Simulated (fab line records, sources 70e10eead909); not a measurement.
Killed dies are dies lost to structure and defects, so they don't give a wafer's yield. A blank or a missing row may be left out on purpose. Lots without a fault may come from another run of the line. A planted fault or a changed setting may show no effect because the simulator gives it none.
Chamber matching | flow nand_harc | NHARC_P_BONDPAD_CMP_19 on cmp-03: 4 sister chambers
The step polishes, t overpolish 30 s, cu recess touch 16 s, target thk 160.81 nm. 16 wafers are shown with their chamber, then 8 later ones without.

WAFERS WITH THEIR CHAMBER
wafer  | chamber | motor_current_A (A) | overpolish_run_s (s)
L074.1 | 3       | 12.9                | 29.987
L074.4 | 2       | 10.2                | 30.007
L074.5 | 3       | 13.3                | 29.981
L074.2 | 0       | 14.5                | 30.009
L074.3 | 1       | 14.2                | 30.005
L074.6 | 2       | 10.1                | 30.000
L076.2 | 0       | 14.4                | 29.991
L076.5 | 2       | 10.1                | 30.009
L076.6 | 3       | 13.8                | 30.002
L078.3 | 3       | 13.7                | 30.005
L078.4 | 2       | 10.1                | 29.993
L078.5 | 3       | 14.1                | 30.012
L079.2 | 1       | 13.8                | 30.001
L079.3 | 3       | 13.1                | 30.009
L079.6 | 2       | 10.5                | 29.984
L085.1 | 3       | 14.0                | 29.983

SIGNATURES (means of the wafers above)
reading          | chamber 0 | chamber 1 | chamber 2 | chamber 3 | scatter within a chamber
motor_current_A  | 14.450    | 14.000    | 10.200    | 13.557    | 0.351
overpolish_run_s | 30.00000  | 30.00300  | 29.99860  | 29.99700  | 0.0116
Rule: a wafer's distance from a chamber is the root of the sum, over the readings, of the square of ((its reading less the chamber's mean) divided by the reading's scatter). The wafer belongs to the nearest chamber; if the next one is less than 2 further off, it can't be placed. The scatter: the root of (the sum of the squares of (reading less its chamber's mean) over the shown wafers, divided by (wafers less chambers)).

WAFERS WITHOUT THEIR CHAMBER
wafer  | motor_current_A (A) | overpolish_run_s (s)
L085.5 | 10.3                | 30.011
L085.6 | 12.8                | 30.016
L090.1 | 14.7                | 29.991
L090.3 | 13.7                | 29.999
L090.5 | 14.7                | 30.008
L090.2 | 10.4                | 30.004
L090.4 | 13.2                | 29.996
L090.6 | 14.3                | 30.007

WHICH CHAMBER EACH WENT THROUGH
wafer  | from the rows above          | in truth
L085.5 | 2                            | 2
L085.6 | can't be placed: 3 or 1      | 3
L090.1 | can't be placed: 0 or 1      | 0
L090.3 | can't be placed: 3 or 1 or 0 | 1
L090.5 | can't be placed: 0 or 1      | 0
L090.2 | 2                            | 2
L090.4 | can't be placed: 3 or 1      | 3
L090.6 | can't be placed: 0 or 1 or 3 | 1
Placed correctly: 2 of 8. Can't be placed from these rows: 6 (the true chamber is among the candidates in 6). Placed wrongly: 0.
